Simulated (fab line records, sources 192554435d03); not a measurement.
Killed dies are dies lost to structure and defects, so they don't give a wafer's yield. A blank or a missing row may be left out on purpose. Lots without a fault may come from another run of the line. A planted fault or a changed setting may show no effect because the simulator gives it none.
fab line records | flow n5_finfet
record lots=9 wafers=25 last_day=18
route steps=1938 shown BEOL_M3@949 BEOL_M4@1111
lots that met no fault: from a run of the same line without faults
start_h: hours from the record's first day to the start of the lot's first wafer shown | wait_h: hours since the lot's step before | " the same as in the row above | L1.1+2: a row that stands for several wafers | - no value, or no start given | * or withheld: withheld | < > ~ a bound
route shown NAME@n: a module of which the file shows steps, and the number in the route of the first | usual: mean/standard deviation of fault-free wafers | same: alike in all rows | chamber/n: place in a boat | sites: the reading at each site | _std_site: their standard deviation | _edge_site: outer sites' mean less inner sites' | radius_mm: how far each site lies from the wafer's centre | mask NAME#n: copy n | behind: the tool/chamber that last shaped the wafer | hold: why the lot was held/for how many hours/how that ended | device: the transistor (n, p or np) that didn't switch | end of line: the same wafers' tests at the end of the route | a step without rows: its recipe alone | killed: dies lost to structure and defects at the first sort, not the wafer's yield | map: a wafer's dies, x killed, . not, _ none there
set.NAME: the setting as run; set.NAME@STEP: as run at that earlier step | model.NAME: the simulator's own value behind a step, which no gauge read
steps of the route over a sample of lots; a table a step, a row a wafer
services: from which hour (start_h, from the record's first day; less than 0 if before it) a tool's chamber was out of use, for how many hours, and why
## steps
# step N5_BEOL_M3_ETCH_63
# recipe chemistry=CF4 target=SiARC target_depth_a=156 mask_material=CAR-EUV time_s=26 ion_energy_ev=80 pressure_mtorr=40 source_w=545 bias_w=36 Ar_flow_sccm=100 cf4_flow_sccm=100 ends=cleared
# usual drypump_motor_current_A=5.6/0.45 etch_rf_on_time_s=26.1/0.68 oes_product_au=0.66/0.07 rf_vpp_V=183.9/1.2 showerhead_plenum_p_Torr=2.13/0.059 throttle_valve_pct=15.7/0.32
# columns lot.wafer tool chamber start_h wait_h drypump_motor_current_A etch_rf_on_time_s oes_product_au rf_hours_counter_h rf_vpp_V showerhead_plenum_p_Torr throttle_valve_pct
L413.3 rie_diel-04 1 163.60 0.0 6.5 26.2 0.68 103 183.6 2.15 15.3
L413.4 " 0 " " 5.5 26.3 0.59 243 182.9 2.12 16.1
L413.6 " 1 " " 6.5 26.1 0.68 - 185.4 2.15 15.3
L416.2 rie_diel-06 3 173.20 0.0 5.3 25.2 0.65 163 183.6 2.06 16.0
L416.4 " 3 " " 5.3 25.1 0.64 - 182.1 2.06 16.0
L416.5 " 3 " " 5.3 25.4 0.64 - 182.1 2.06 16.0
L425.2 rie_diel-06 3 230.62 0.0 5.3 25.8 0.61 187 182.5 2.06 16.0
L425.4 " 3 " " 5.3 25.8 0.62 - 183.6 2.06 16.0
L425.6 " 0 " " 5.3 27.0 0.69 - 182.9 2.09 15.8
L426.2 rie_diel-06 3 234.02 0.0 5.3 25.3 0.63 188 182.6 2.06 16.0
L426.3 " 0 " " 5.3 26.6 0.69 75 183.4 2.09 15.8
L429.2 rie_diel-06 3 247.83 0.0 5.3 25.2 0.63 193 183.9 2.05 16.0
L429.4 " 0 " " 5.3 26.8 0.68 - 183.6 2.09 15.8
L430.2 rie_diel-02 1 255.13 0.0 5.9 25.4 0.71 91 182.6 2.07 15.3
L430.5 " 0 " " 6.0 25.8 0.63 - 183.6 2.12 16.0
L430.6 " 1 " " 5.9 25.5 0.70 - 183.2 2.07 15.3
L433.1 rie_diel-02 0 276.12 0.0 6.0 25.7 0.63 204 184.7 2.12 16.0
L433.5 " 3 " " 5.0 25.3 0.64 - 184.4 2.07 16.2
L433.6 " 1 " " 5.9 25.3 0.70 - 185.0 2.07 15.3
L435.1 rie_diel-02 1 285.52 0.0 5.9 25.3 0.69 102 182.8 2.07 15.3
L435.4 " 2 " " 5.8 25.6 0.83 2 183.6 2.11 15.2
L435.5 " 3 " " 5.0 25.2 0.65 - 182.6 2.07 16.2
L434.1 rie_diel-02 2 294.84 0.0 5.8 26.6 0.80 5 183.6 2.11 15.2
L434.2 " 3 " " 5.0 25.9 0.64 164 182.4 2.07 16.2
L434.3 " 0 " " 6.0 26.2 0.61 211 184.0 2.12 16.1
# step N5_BEOL_M3_INSPECT_30
# recipe mode=adi inspect_instrument=brightfield
# usual raw_defect_count=422/92
# columns lot.wafer tool chamber start_h wait_h raw_defect_count
L413.3 defect_inspect-01 - 164.51 0.0 491
L413.4 " - " " 563
L413.6 " - " " 345
L416.2 defect_inspect-01 - 174.20 0.0 779
L416.4 " - " " 470
L416.5 " - " " 489
L425.2 defect_inspect-01 - 231.52 0.0 444
L425.4 " - " " 332
L425.6 " - " " 505
L426.2 defect_inspect-01 - 234.93 0.0 452
L426.3 " - " " 553
L429.2 defect_inspect-02 - 248.71 0.0 445
L429.4 " - " " 518
L430.2 defect_inspect-01 - 256.04 0.0 336
L430.5 " - " " 391
L430.6 " - " " 449
L433.1 defect_inspect-01 - 277.03 0.1 272
L433.5 " - " " 520
L433.6 " - " " 346
L435.1 defect_inspect-01 - 286.47 0.1 378
L435.4 " - " " 398
L435.5 " - " " 327
L434.1 defect_inspect-02 - 295.62 0.1 489
L434.2 " - " " 443
L434.3 " - " " 324
# step N5_BEOL_M3_VIA_ETCH_34
# recipe chemistry=C4F6/O2 target_depth_a=694 mask_material=SOC pressure_mtorr=15 ion_energy_ev=250 taper_deg=4 time_s=65.9 source_w=350 bias_w=170 Ar_flow_sccm=300 C4F6_flow_sccm=10 O2_flow_sccm=10
# usual drypump_motor_current_A=5.7/0.47 oes_product_au=0.77/0.08 rf_vpp_V=667/20 run_length_s=89.3/0.41 showerhead_plenum_p_Torr=2.82/0.073 throttle_valve_pct=30.8/0.53
# columns lot.wafer tool chamber start_h wait_h drypump_motor_current_A oes_product_au rf_hours_counter_h rf_vpp_V run_length_s showerhead_plenum_p_Torr throttle_valve_pct
L413.3 rie_diel-02 0 168.92 0.0 6.0 0.76 171 649 88.8 2.84 31.2
L413.4 " 1 " " 5.9 0.84 66 639 89.5 2.76 30.5
L413.6 " 1 " " 5.9 0.84 - 642 89.7 2.76 30.5
L416.2 rie_diel-02 2 179.12 0.0 5.8 0.67 226 677 88.6 2.79 30.1
L416.4 " 2 " " 5.8 0.66 - 676 89.3 2.79 30.1
L416.5 " 0 " " 6.0 0.75 - 650 89.2 2.84 31.2
L425.2 rie_diel-02 2 233.04 0.0 5.7 0.66 242 676 88.9 2.79 30.1
L425.4 " 0 " " 6.0 0.74 190 650 88.9 2.83 31.2
L425.6 " 1 " " 5.9 0.83 - 640 90.1 2.75 30.5
L426.2 rie_diel-02 1 238.63 0.0 5.9 0.83 85 638 95.0 2.75 30.5
L426.3 " 3 " " 5.1 0.77 149 679 93.8 2.76 31.5
L429.2 rie_diel-02 1 250.43 0.0 5.9 0.82 89 639 94.4 2.75 30.5
L429.4 " 0 " " 6.0 0.73 - 649 89.2 2.83 31.2
L430.2 rie_diel-02 0 265.66 0.0 6.0 0.73 199 650 94.1 2.83 31.2
L430.5 " 0 " " 6.0 0.73 - 649 89.2 2.83 31.2
L430.6 " 3 " " 5.1 0.76 - 677 88.6 2.75 31.5
L433.1 rie_diel-04 0 283.36 0.0 5.5 0.90 22 651 89.3 2.78 30.9
L433.5 " 1 " " 6.5 0.77 - 706 90.0 2.81 29.9
L433.6 " 0 " " 5.6 0.89 - 650 89.4 2.78 30.9
L435.1 rie_diel-06 3 302.34 0.0 5.3 0.72 212 650 89.2 2.71 31.2
L435.4 " 0 " " 5.3 0.80 100 670 88.8 2.75 31.1
L435.5 " 3 " " 5.3 0.71 - 651 89.0 2.71 31.2
L434.1 rie_diel-04 3 302.42 0.0 5.3 0.68 240 674 89.1 2.94 30.7
L434.2 " 1 " " 6.5 0.76 148 705 89.7 2.81 29.9
L434.3 " 2 " " 6.1 0.97 0 665 89.6 2.92 30.9
# step N5_BEOL_M3_TRENCH_ETCH_37
# recipe chemistry=C4F6/O2 target_depth_a=555.55 target=SiOC time_s=29.2 ion_energy_ev=250 pressure_mtorr=30 source_w=355 bias_w=185 Ar_flow_sccm=300 C4F6_flow_sccm=10 O2_flow_sccm=10
# usual drypump_motor_current_A=5.7/0.48 oes_product_au=0.77/0.08 rf_vpp_V=667/20 run_length_s=52.6/0.39 showerhead_plenum_p_Torr=2.82/0.073 throttle_valve_pct=20.9/0.39
# columns lot.wafer tool chamber start_h wait_h drypump_motor_current_A oes_product_au rf_hours_counter_h rf_vpp_V run_length_s showerhead_plenum_p_Torr throttle_valve_pct
L413.3 rie_diel-02 0 - - 6.0 0.75 171 650 52.5 2.84 21.3
L413.4 " 1 " " 5.9 0.84 66 637 53.0 2.76 20.5
L413.6 " 1 " " 5.9 0.84 - 639 53.4 2.76 20.5
L416.2 rie_diel-02 2 - - 5.8 0.66 226 678 52.6 2.80 20.5
L416.4 " 2 " " 5.8 0.66 - 678 52.1 2.80 20.5
L416.5 " 0 " " 5.9 0.75 - 651 52.6 2.84 21.3
L425.2 rie_diel-02 2 - - 5.8 0.66 242 676 52.0 2.79 20.6
L425.4 " 0 " " 6.0 0.74 190 651 52.3 2.83 21.3
L425.6 " 1 " " 5.9 0.82 - 638 53.0 2.76 20.5
L426.2 rie_diel-02 1 - - 5.9 0.82 85 639 52.8 2.76 20.5
L426.3 " 3 " " 5.1 0.77 149 678 52.3 2.76 21.5
L429.2 rie_diel-02 1 - - 5.9 0.82 89 638 52.8 2.75 20.6
L429.4 " 0 " " 6.0 0.73 - 651 52.4 2.83 21.3
L430.2 rie_diel-02 0 - - 6.0 0.73 199 650 52.2 2.83 21.3
L430.5 " 0 " " 6.0 0.73 - 647 52.6 2.83 21.3
L430.6 " 3 " " 5.0 0.76 - 678 52.3 2.76 21.5
L433.1 rie_diel-04 0 - - 5.6 0.89 22 650 52.5 2.79 20.9
L433.5 " 1 " " 6.5 0.75 - 706 53.2 2.81 20.4
L433.6 " 0 " " 5.6 0.89 - 651 53.2 2.79 20.9
L435.1 rie_diel-06 3 - - 5.3 0.70 212 649 52.8 2.72 21.3
L435.4 " 0 " " 5.4 0.78 100 671 52.6 2.75 21.0
L435.5 " 3 " " 5.3 0.70 - 650 52.4 2.72 21.3
L434.1 rie_diel-04 3 - - 5.3 0.68 240 673 52.9 2.95 20.9
L434.2 " 1 " " 6.5 0.76 149 705 53.1 2.81 20.4
L434.3 " 2 " " 6.1 0.97 0 666 52.7 2.93 20.9
# step N5_BEOL_M4_RC_MEAS_101
# usual DIBL_N=35.4/2.1 DIBL_P=34.8/2.6 IOFF_N=0.15/0.037 IOFF_P=0.19/0.037 ION_N=677/16 ION_P=462/9.3 SS_N=71.4/0.75 SS_P=72.9/0.77 VT_N=250/3.7 VT_P=-251/3.5
# columns lot.wafer tool chamber start_h wait_h DIBL_N[mV/V] DIBL_P[mV/V] IOFF_N[nA/um] IOFF_P[nA/um] ION_N[uA/um] ION_P[uA/um] SS_N[mV/dec] SS_P[mV/dec] VT_N[mV] VT_P[mV]
L413.3 prober-02 0 183.90 0.3 34.8 32.0 0.13 0.19 679 472 70.9 72.6 250 -248
L413.4 " 0 " " 35.0 32.7 0.14 0.20 682 478 71.0 72.5 249 -250
L413.6 " 0 " " 33.1 30.1 0.11 0.17 672 470 70.0 72.6 253 -251
L416.2 prober-02 0 200.94 0.2 39.0 37.7 0.24 0.23 679 456 72.0 74.2 245 -248
L416.4 " 0 " " 32.9 31.1 0.12 0.15 672 463 70.8 72.4 255 -252
L416.5 " 0 " " 37.2 35.9 0.20 0.21 688 465 72.7 73.9 245 -248
L425.2 prober-01 0 252.84 0.2 35.2 34.9 0.15 0.21 683 467 71.2 73.5 248 -248
L425.4 " 0 " " 35.3 34.9 0.14 0.21 679 469 71.3 73.1 249 -249
L425.6 " 0 " " 33.4 32.1 0.12 0.17 674 462 71.4 72.2 254 -250
L426.2 prober-01 0 255.53 0.2 33.4 32.6 0.11 0.17 661 455 71.3 72.1 254 -250
L426.3 " 0 " " 32.9 31.6 0.10 0.15 643 453 70.7 72.0 260 -253
L429.2 prober-01 0 269.96 0.2 33.1 32.2 0.11 0.15 662 448 69.8 71.9 252 -255
L429.4 " 0 " " 32.3 31.9 0.11 0.15 682 472 70.4 73.0 253 -253
L430.2 prober-01 0 283.74 0.2 33.2 32.4 0.11 0.15 670 451 70.2 72.3 255 -254
L430.5 " 0 " " 36.7 37.0 0.16 0.20 692 469 71.6 73.0 251 -251
L430.6 " 0 " " 34.9 35.9 0.14 0.20 669 463 70.1 73.3 251 -251
L433.1 prober-01 0 303.81 0.3 40.6 40.7 0.28 0.31 709 480 73.2 74.6 241 -246
L433.5 " 0 " " 38.2 37.9 0.23 0.25 708 479 72.2 73.6 244 -245
L433.6 " 0 " " 36.6 36.7 0.18 0.22 702 478 72.0 73.9 246 -247
L435.1 prober-02 0 326.03 0.0 38.0 40.0 0.22 0.26 710 477 72.6 73.7 242 -247
L435.4 " 0 " " 36.1 37.1 0.18 0.23 701 476 71.7 73.3 247 -250
L435.5 " 0 " " 36.0 36.9 0.17 0.21 689 467 71.4 73.6 246 -250
L434.1 prober-01 0 327.31 0.0 35.5 35.0 0.15 0.23 676 468 71.7 73.1 254 -243
L434.2 " 0 " " 32.7 31.9 0.11 0.18 672 472 70.3 71.7 254 -247
L434.3 " 0 " " 35.4 36.6 0.16 0.25 688 474 71.5 72.9 249 -244
## services
# columns tool chamber start_h hours kind
rie_diel-06 1 140.33 - clean
rie_diel-06 1 140.33 - consumable_replace:focus_ring
rie_diel-06 1 140.33 - consumable_replace:showerhead
rie_diel-06 1 140.33 18.2 scheduled_down
rie_diel-06 1 140.33 18.2 vent_cycle
rie_diel-06 2 165.75 - clean
rie_diel-06 2 165.75 - consumable_replace:focus_ring
rie_diel-06 2 165.75 18.1 scheduled_down
rie_diel-06 2 165.75 18.1 vent_cycle
rie_diel-02 1 177.11 5.9 repair
rie_diel-06 1 184.00 81.3 repair
rie_diel-04 0 186.86 - clean
rie_diel-02 3 191.84 6.5 repair
rie_diel-04 2 198.53 2.8 repair
rie_diel-06 2 218.19 13.6 repair
rie_diel-06 0 220.16 6.2 repair
rie_diel-02 3 243.66 9.1 repair
rie_diel-02 2 249.10 3.6 repair
rie_diel-02 2 265.88 - clean
rie_diel-02 2 265.88 - consumable_replace:focus_ring
rie_diel-02 2 265.88 14.2 scheduled_down
rie_diel-02 2 265.88 14.2 vent_cycle
rie_diel-06 - 266.11 2.8 pm
rie_diel-04 0 266.58 4.5 repair
## key
first_sign step=N5_BEOL_M3_VIA_ETCH_34 reading=run_length_s direction=up sigmas=12 usual=* struck=*
effect none on later readings
met_at N5_BEOL_M3_VIA_ETCH_34
struck_lots L426,L429,L430
struck_wafers L426.2,L426.3,L429.2,L430.2
not_acting_at N5_BEOL_M3_ETCH_63,N5_BEOL_M3_INSPECT_30,N5_BEOL_M3_TRENCH_ETCH_37
onset_between 233.04 238.63
fault kind=process_parameter_drift tool=rie_diel-02 chamber=- onset_h=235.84 steps=N5_BEOL_M3_VIA_ETCH_34 channel=time_s offset=* shape=step end_h=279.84 scope=struck_wafers_only acts_in=* stated=*
